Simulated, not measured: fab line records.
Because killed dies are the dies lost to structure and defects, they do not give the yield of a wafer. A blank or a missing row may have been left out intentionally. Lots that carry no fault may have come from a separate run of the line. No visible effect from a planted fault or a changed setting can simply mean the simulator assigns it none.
One fault through the eyes of 2 desks    flow nand_harc    only its own numbers are on each desk; what lay behind them is given at the end

== METROLOGY DESK ==
Lot by lot, what the gauges showed, no matter which tool ran the lot: averages of those sampled wafers that carry a number. Any lot whose mean is over 4 standard deviations away from the usual mean is out of limits and marked OUT; that distance is given in the brackets.
Columns: A = overlay_x_nm at NHARC_A_SGD_CUT_OVL_MEAS_10, usual -0.1 nm; B = overlay_y_nm at NHARC_A_SGD_CUT_OVL_MEAS_10, usual 0.0 nm; C = overlay_x_nm at NHARC_A_SLIT_OVL_MEAS_10, usual 0.0 nm; D = overlay_y_nm at NHARC_A_SLIT_OVL_MEAS_10, usual 0.2 nm
lot   first seen here  A     B     C     D
L355  day 19 01:46     -1.4  -1.0  -0.2  0.1
L357  day 19 21:24     -0.2  -1.0  -0.4  1.0
L358  day 20 10:25     0.7   -0.5  0.8   0.3
L359  day 21 01:26     0.7   0.6   0.1   0.1
L362  day 22 14:55     -1.0  -0.5  -2.1  -0.2
L366  day 24 01:35     -0.4  0.2   -0.9  -0.8
L368  day 24 02:47     1.0   0.9   0.8   -0.3
L371  day 26 00:02     0.1   0.1   0.7   0.1
L374  day 27 03:30     -1.4  -1.1  1.1   0.9
L375  day 27 13:06     0.8   -0.8  0.3   0.4
L377  day 27 22:58     0.0   -1.1  -0.9  -0.5
L378  day 29 16:39     -1.0  -0.6  0.5   -0.5
Finding of this desk: none of the 12 lots has anything out of limits.

== AT THE TOOL OWNER'S DESK: rie_diel-10 ==
The tool's own readings at NHARC_A_SLIT_ETCH_24 (etches the open film in CF4/CHF3, target depth 121 nm, time 60.5 s): means of the sampled wafers that have a number, for each lot that ran on this tool. Any lot whose mean is over 4 standard deviations away from the usual mean is out of limits and marked OUT; that distance is given in the brackets.
Columns: A = bias_w at NHARC_A_SLIT_ETCH_24, usual 199.9 W; B = drypump_motor_current_A at NHARC_A_SLIT_ETCH_24, usual 5.5 A; C = mfc_ar_sccm at NHARC_A_SLIT_ETCH_24, usual 0.005 sccm; D = oes_product_au at NHARC_A_SLIT_ETCH_24, usual 0.961 a.u.; E = rf_vpp_V at NHARC_A_SLIT_ETCH_24, usual 370.4 V; F = showerhead_plenum_p_Torr at NHARC_A_SLIT_ETCH_24, usual 1.57 Torr; G = throttle_valve_pct at NHARC_A_SLIT_ETCH_24, usual 16.802 %
lot   first seen here  A      B    C      D                 E      F     G
L355  day 19 13:59     200.0  5.1  0.000  0.972             372.0  1.59  16.803
L368  day 24 15:04     200.1  5.2  0.004  0.872 (-4.5) OUT  368.7  1.50  16.803
L366  day 24 16:40     199.4  5.1  0.002  0.912             369.6  1.54  16.796
L377  day 28 10:52     199.6  5.0  0.000  0.963             370.9  1.59  16.801
L378  day 30 08:35     199.8  5.0  0.000  0.932             370.7  1.59  16.796
This desk finds L368 out of limits, L368 being first, at day 24 15:04 (oes_product_au at NHARC_A_SLIT_ETCH_24). L355, L366, L377, L378: within limits.

== TAKEN TOGETHER ==
On L368, at day 24 15:04, an alarm was possible from the tool owner's desk.
Metrology desk: nothing out of limits seen.
The metrology desk has L368 on record, within its limits.
On rie_diel-10, each named lot ran NHARC_A_SLIT_ETCH_24.

== WHAT WAS PUT IN BY THE SIMULATOR ==
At NHARC_A_SLIT_ETCH_24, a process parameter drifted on rie_diel-10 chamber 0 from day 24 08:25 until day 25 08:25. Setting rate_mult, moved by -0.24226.
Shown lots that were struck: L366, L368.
Each desk's first reading out of limits, in hours after the fault started: the tool owner's desk, 7.
